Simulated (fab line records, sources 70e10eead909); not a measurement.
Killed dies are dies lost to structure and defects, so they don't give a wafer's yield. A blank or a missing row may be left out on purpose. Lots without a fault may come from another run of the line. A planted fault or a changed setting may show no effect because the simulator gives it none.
fab line records | flow nand_harc
record lots=12 wafers=36 last_day=34
route steps=1302 shown A_STAIRCASE@853 A_SGD_CUT@898
lots that met no fault: from a run of the same line without faults
start_h: hours from the record's first day to the start of the lot's first wafer shown | wait_h: hours since the lot's step before | " the same as in the row above | L1.1+2: a row that stands for several wafers | - no value, or no start given | * or withheld: withheld | < > ~ a bound
route shown NAME@n: a module of which the file shows steps, and the number in the route of the first | usual: mean/standard deviation of fault-free wafers | same: alike in all rows | chamber/n: place in a boat | sites: the reading at each site | _std_site: their standard deviation | _edge_site: outer sites' mean less inner sites' | radius_mm: how far each site lies from the wafer's centre | mask NAME#n: copy n | behind: the tool/chamber that last shaped the wafer | hold: why the lot was held/for how many hours/how that ended | device: the transistor (n, p or np) that didn't switch | end of line: the same wafers' tests at the end of the route | a step without rows: its recipe alone | killed: dies lost to structure and defects at the first sort, not the wafer's yield | map: a wafer's dies, x killed, . not, _ none there
set.NAME: the setting as run; set.NAME@STEP: as run at that earlier step | model.NAME: the simulator's own value behind a step, which no gauge read
steps of the route over a sample of lots; a table a step, a row a wafer
services: from which hour (start_h, from the record's first day; less than 0 if before it) a tool's chamber was out of use, for how many hours, and why
## steps
# step NHARC_A_STAIRCASE_DEP_322
# recipe target_thk_a=72000 temp_c=400 target_thk_nm=7200 teos_flow_sccm=200 rf_w=500 material=SiO2
# usual heater_power_w=649/72
# columns lot.wafer tool chamber start_h wait_h heater_power_w
L905.1 pecvd-03 0 420.23 0.1 616
L905.6 " 0 " " 634
L905.5 " 1 " " 581
L906.1 pecvd-01 2 420.32 0.2 764
L906.2 " 0 " " 753
L906.5 " 2 " " 632
L909.1 pecvd-03 2 443.46 0.2 648
L909.3 " 0 " " 741
L909.5 " 0 " " 613
L911.1 pecvd-02 1 457.30 0.2 615
L911.3 " 0 " " 751
L911.5 " 0 " " 611
L912.2 pecvd-01 2 487.64 0.3 796
L912.5 " 1 " " 538
L912.4 " 2 " " 645
L915.3 pecvd-01 2 514.38 0.1 776
L915.5 " 0 " " 663
L915.6 " 1 " " 521
L921.3 pecvd-03 2 564.99 0.1 764
L921.1 " 1 " " 686
L921.5 " 0 " " 605
L920.1 pecvd-02 0 565.24 0.3 783
L920.2 " 1 " " 662
L920.6 " 0 " " 609
L923.2 pecvd-03 2 604.95 0.3 719
L923.6 " 0 " " 613
L923.5 " 2 " " 614
L924.2 pecvd-01 2 605.00 0.3 716
L924.4 " 2 " " 654
L924.5 " 0 " " 653
L926.1 pecvd-02 1 624.13 0.1 674
L926.3 " 2 " " 660
L926.2 " 0 " " 799
L927.3 pecvd-03 1 649.31 0.1 679
L927.1 " 2 " " 691
L927.2 " 0 " " 758
# step NHARC_A_STAIRCASE_STRIP_475
# recipe time_s=20 o2_flow_sccm=500 ar_flow_sccm=0 bias_w=0 chemistry=O2
# usual drypump_motor_current_A=5.74/0.28 oes_product_au=1.001/0.0091 rf_vpp_V=57.7/0.87 showerhead_plenum_p_Torr=3.52/0.16 throttle_valve_pct=17.036/0.01
# columns lot.wafer tool chamber start_h wait_h drypump_motor_current_A oes_product_au rf_hours_counter_h rf_vpp_V showerhead_plenum_p_Torr throttle_valve_pct
L905.1 rie_diel-01 0 445.24 0.2 5.44 0.983 27 59.2 3.45 17.028
L905.5 " 1 " " 6.10 0.990 - 56.7 3.46 17.035
L905.6 " 3 " " 5.70 0.991 - 58.2 3.40 17.050
L906.2 rie_diel-10 3 - - 6.01 1.006 4 57.7 3.53 17.047
L906.1 " 1 " " 5.60 1.007 6 58.2 3.80 17.036
L906.5 " 2 " " 5.16 1.003 - 57.9 3.54 17.036
L909.3 rie_diel-10 3 - - 6.03 1.004 11 57.4 3.53 17.033
L909.1 " 1 " " 5.62 1.004 15 58.8 3.80 17.046
L909.5 " 3 " " 6.02 1.008 - 57.8 3.53 17.033
L911.1 rie_diel-10 0 - - 5.85 1.007 14 58.4 3.47 17.029
L911.3 " 1 " " 5.62 1.011 17 56.4 3.80 17.045
L911.5 " 3 " " 5.99 1.017 - 56.2 3.53 17.051
L912.2 rie_diel-08 1 - - 5.51 1.021 47 59.2 3.74 17.038
L912.4 " 0 " " 5.78 0.992 46 55.9 3.28 17.051
L912.5 " 2 " " 5.83 1.015 - 57.0 3.34 17.033
L915.3 rie_diel-01 0 - - 5.46 0.990 60 56.4 3.43 17.034
L915.5 " 1 " " 6.10 1.000 - 57.8 3.44 17.033
L915.6 " 2 " " 6.09 0.996 - 57.4 3.35 17.040
L921.1 rie_diel-10 2 - - 5.19 1.005 54 57.3 3.51 17.034
L921.3 " 3 " " 6.00 1.004 50 58.3 3.51 17.034
L921.5 " 0 " " 5.83 0.995 - 58.2 3.46 17.023
L920.1 rie_diel-01 3 - - 5.63 0.987 8 57.5 3.37 17.043
L920.2 " 1 " " 6.07 1.012 11 57.3 3.43 17.054
L920.6 " 3 " " 5.66 0.998 - 58.1 3.37 17.034
L923.2 rie_diel-10 0 - - 5.86 0.996 8 58.1 3.45 17.027
L923.5 " 0 " " 5.84 0.998 - 57.1 3.45 17.018
L923.6 " 1 " " 5.64 0.981 - 57.9 3.77 17.034
L924.4 rie_diel-08 0 - - 5.73 1.002 25 57.6 3.79 17.029
L924.2 " 3 " " 5.92 1.004 24 57.6 3.41 17.017
L924.5 " 0 " " 5.76 1.006 - 59.6 3.79 17.053
L926.3 rie_diel-01 1 - - 6.11 0.999 32 58.3 3.42 17.042
L926.2 " 3 " " 5.68 1.008 31 56.9 3.36 17.038
L926.1 " 0 " " 5.47 0.994 30 58.0 3.41 17.055
L927.3 rie_diel-08 3 - - 5.97 1.008 32 58.0 3.40 17.030
L927.1 " 0 " " 5.77 1.007 33 58.1 3.79 17.023
L927.2 " 2 " " 5.88 0.999 33 56.9 3.31 17.042
# step NHARC_A_SGD_CUT_EXPOSE_06
# recipe na=1.35 dose_mj=85.59 mask_id=SGD
# usual exposure_dose_mJ_cm2=86.5/0.73
# columns lot.wafer tool chamber start_h wait_h mask exposure_dose_mJ_cm2
L905.1 arfi_scanner-02 0 446.59 - SGD#0 85.5
L905.5 " 0 " " SGD#0 85.5
L905.6 " 0 " " SGD#0 85.5
L906.1 arfi_scanner-01 0 446.93 - SGD#0 87.2
L906.2 " 0 " " SGD#0 87.1
L906.5 " 0 " " SGD#0 87.1
L909.1 arfi_scanner-01 0 468.74 - SGD#0 87.0
L909.3 " 0 " " SGD#0 87.2
L909.5 " 0 " " SGD#0 87.3
L911.1 arfi_scanner-03 0 481.27 - SGD#0 86.8
L911.3 " 0 " " SGD#0 86.8
L911.5 " 0 " " SGD#0 86.9
L912.2 arfi_scanner-03 0 516.56 - SGD#0 86.8
L912.4 " 0 " " SGD#0 86.7
L912.5 " 0 " " SGD#0 86.7
L915.3 arfi_scanner-03 0 537.60 - SGD#0 86.7
L915.5 " 0 " " SGD#0 86.8
L915.6 " 0 " " SGD#0 86.8
L921.1 arfi_scanner-01 0 589.26 - SGD#0 63.7
L921.3 " 0 " " SGD#0 63.8
L921.5 " 0 " " SGD#0 63.7
L920.1 arfi_scanner-02 0 589.41 - SGD#0 85.4
L920.2 " 0 " " SGD#0 85.4
L920.6 " 0 " " SGD#0 85.3
L923.2 arfi_scanner-01 0 631.49 - SGD#0 68.6
L923.5 " 0 " " SGD#0 68.6
L923.6 " 0 " " SGD#0 68.4
L924.2 arfi_scanner-01 0 632.03 - SGD#0 70.8
L924.4 " 0 " " SGD#0 70.8
L924.5 " 0 " " SGD#0 70.8
L926.1 arfi_scanner-01 0 649.91 - SGD#0 70.9
L926.2 " 0 " " SGD#0 71.0
L926.3 " 0 " " SGD#0 70.7
L927.1 arfi_scanner-03 0 674.51 - SGD#0 86.7
L927.2 " 0 " " SGD#0 86.8
L927.3 " 0 " " SGD#0 86.8
# step NHARC_A_SGD_CUT_CD_MEAS_09
# recipe target_cd_nm=100 landing_energy_ev=500
# usual cd_nm=100.0/0.58
# same landing_energy_ev=500
# columns lot.wafer tool chamber start_h wait_h cd_nm
L905.1 cd_sem-02 0 446.73 - 99.8
L905.5 " 0 " " 99.3
L905.6 " 0 " " 99.4
L906.1 cd_sem-02 0 447.07 - 100.1
L906.2 " 0 " " 99.8
L906.5 " 0 " " 99.1
L909.1 cd_sem-02 0 468.88 - 99.7
L909.3 " 0 " " 98.9
L909.5 " 0 " " 100.0
L911.1 cd_sem-03 0 481.41 - 99.2
L911.3 " 0 " " 100.0
L911.5 " 0 " " 99.6
L912.2 cd_sem-01 0 516.70 - 99.8
L912.4 " 0 " " 99.5
L912.5 " 0 " " 100.1
L915.3 cd_sem-01 0 537.73 - 99.6
L915.5 " 0 " " 100.2
L915.6 " 0 " " 99.4
L921.1 cd_sem-03 0 589.40 - 81.0
L921.3 " 0 " " 80.8
L921.5 " 0 " " 81.1
L920.1 cd_sem-02 0 589.55 - 101.2
L920.2 " 0 " " 100.8
L920.6 " 0 " " 100.4
L923.2 cd_sem-01 0 631.62 - 85.4
L923.5 " 0 " " 85.6
L923.6 " 0 " " 86.1
L924.2 cd_sem-01 0 632.17 - 87.0
L924.4 " 0 " " 86.9
L924.5 " 0 " " 87.1
L926.1 cd_sem-03 0 650.05 - 86.7
L926.2 " 0 " " 86.2
L926.3 " 0 " " 85.9
L927.1 cd_sem-01 0 674.65 - 99.9
L927.2 " 0 " " 100.0
L927.3 " 0 " " 99.9
# step NHARC_A_SGD_CUT_ETCH_59
# recipe target_depth_a=2600 over_etch_frac=0.25 time_s=406.25 ion_energy_ev=200 n2_flow_sccm=150 h2_flow_sccm=150 ar_flow_sccm=0 rf_w=400 bias_w=150 chemistry=N2/H2
# usual drypump_motor_current_A=5.6/0.49 oes_product_au=1.001/0.012 rf_vpp_V=429.9/2.8 showerhead_plenum_p_Torr=2.02/0.11 throttle_valve_pct=14.172/0.0086
# columns lot.wafer tool chamber start_h wait_h drypump_motor_current_A oes_product_au rf_hours_counter_h rf_vpp_V showerhead_plenum_p_Torr throttle_valve_pct
L905.1 rie_diel-13 3 - - 5.4 1.000 6 432.6 2.10 14.168
L905.6 " 3 " " 5.4 1.001 - 431.8 2.10 14.160
L905.5 " 1 " " 6.5 1.011 - 427.3 1.92 14.189
L906.1 rie_diel-09 2 - - 6.3 1.006 9 433.3 2.14 14.172
L906.2 " 3 " " 5.0 0.996 8 426.1 1.90 14.170
L906.5 " 1 " " 4.7 1.014 - 425.5 1.89 14.155
L909.3 rie_diel-12 2 - - 6.0 0.998 0 433.5 2.10 14.163
L909.1 " 1 " " 5.3 0.988 0 434.4 2.18 14.167
L909.5 " 3 " " 6.0 0.987 - 428.7 1.93 14.180
L911.1 rie_diel-13 1 - - 6.5 1.006 10 428.0 1.92 14.172
L911.3 " 2 " " 5.3 0.995 11 431.7 2.05 14.162
L911.5 " 3 " " 5.4 1.003 - 430.7 2.10 14.184
L912.2 rie_diel-13 1 - - 6.5 1.023 13 427.5 1.92 14.170
L912.4 " 2 " " 5.2 1.005 13 429.1 2.05 14.175
L912.5 " 1 " " 6.5 1.008 - 427.5 1.92 14.167
L915.3 rie_diel-13 2 - - 5.3 0.994 1 431.2 2.05 14.170
L915.6 " 2 " " 5.3 0.999 - 431.0 2.05 14.178
L915.5 " 3 " " 5.4 1.010 - 432.4 2.10 14.179
L921.1 rie_diel-13 3 - - 5.4 0.991 6 431.6 2.10 14.167
L921.3 " 0 " " 5.8 1.006 5 426.6 1.91 14.182
L921.5 " 0 " " 5.8 1.005 - 427.4 1.91 14.179
L920.2 rie_diel-09 3 - - 5.0 1.000 6 428.5 1.90 14.180
L920.1 " 1 " " 4.7 1.012 6 426.1 1.89 14.178
L920.6 " 3 " " 5.0 0.995 - 426.4 1.90 14.189
L923.2 rie_diel-12 3 - - 6.1 1.002 0 427.3 1.92 14.170
L923.5 " 1 " " 5.3 0.977 - 434.5 2.18 14.162
L923.6 " 2 " " 6.0 1.013 - 431.8 2.10 14.170
L924.2 rie_diel-13 3 - - 5.4 1.016 9 431.3 2.10 14.161
L924.4 " 1 " " 6.5 1.013 9 427.5 1.92 14.168
L924.5 " 3 " " 5.4 0.999 - 433.2 2.10 14.180
L926.3 rie_diel-13 2 - - 5.3 0.991 11 432.1 2.04 14.186
L926.1 " 3 " " 5.4 1.005 11 433.5 2.09 14.177
L926.2 " 0 " " 5.8 1.021 10 428.4 1.90 14.164
L927.1 rie_diel-12 1 - - 5.2 0.982 2 433.3 2.18 14.185
L927.3 " 2 " " 6.0 0.998 2 431.0 2.10 14.191
L927.2 " 3 " " 6.0 1.005 2 427.4 1.92 14.165
## services
# columns tool chamber start_h hours kind
arfi_scanner-03 - 397.67 4.0 pm
arfi_scanner-03 - 405.48 0.4 repair
arfi_scanner-01 - 406.97 0.5 repair
arfi_scanner-03 - 414.90 0.3 repair
arfi_scanner-01 - 424.00 4.0 pm
rie_diel-10 - 424.43 9.0 pm
arfi_scanner-03 - 425.86 1.8 repair
arfi_scanner-03 - 428.76 6.6 repair
rie_diel-13 0 444.26 5.5 repair
rie_diel-13 - 455.51 0.3 repair
pecvd-03 1 470.53 3.4 repair
arfi_scanner-01 - 471.79 1.3 repair
rie_diel-13 0 478.83 15.8 repair
arfi_scanner-01 - 484.99 1.5 repair
arfi_scanner-01 - 514.58 5.0 repair
rie_diel-13 - 519.21 9.0 pm
pecvd-03 0 537.78 21.3 repair
pecvd-03 - 547.59 13.0 pm
pecvd-03 - 562.38 1.0 repair
arfi_scanner-01 - 567.29 0.7 repair
arfi_scanner-01 - 596.00 4.0 pm
rie_diel-10 - 601.44 9.0 pm
rie_diel-13 3 653.03 5.3 repair
arfi_scanner-01 - 656.22 18.5 repair
## key
first_sign step=NHARC_A_SGD_CUT_EXPOSE_06 reading=exposure_dose_mJ_cm2 direction=down sigmas=25 usual=86.5 struck=68.5
effect step=NHARC_A_SGD_CUT_CD_MEAS_09 reading=cd_nm direction=down sigmas=26 usual=100.0 struck=85.0 through=control_loop
met_at NHARC_A_SGD_CUT_EXPOSE_06
struck_lots L921,L923,L924,L926
tester_left_out L921,L923,L924,L926
loop_trim step=NHARC_A_SGD_CUT_EXPOSE_06 setting=dose lots=L923,L924,L926
not_acting_at NHARC_A_STAIRCASE_DEP_322,NHARC_A_STAIRCASE_STRIP_475,NHARC_A_SGD_CUT_ETCH_59
onset_between 468.74 589.26
fault kind=process_parameter_drift tool=arfi_scanner-01 chamber=- onset_h=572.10 steps=NHARC_A_SGD_CUT_EXPOSE_06 channel=dose_mj offset=-23.287 shape=step acts_in=these_recipes_only stated=85.59
# tester_left_out: of these lots the tester's yield and bins aren't shown, on N5 and GAA mostly nor the transistor test; their killed dies are dies lost to structure and defects alone, not to doping, threshold or leakage, so they don't give the yield
# loop_trim: a control loop set the setting to another value than it would have without faults
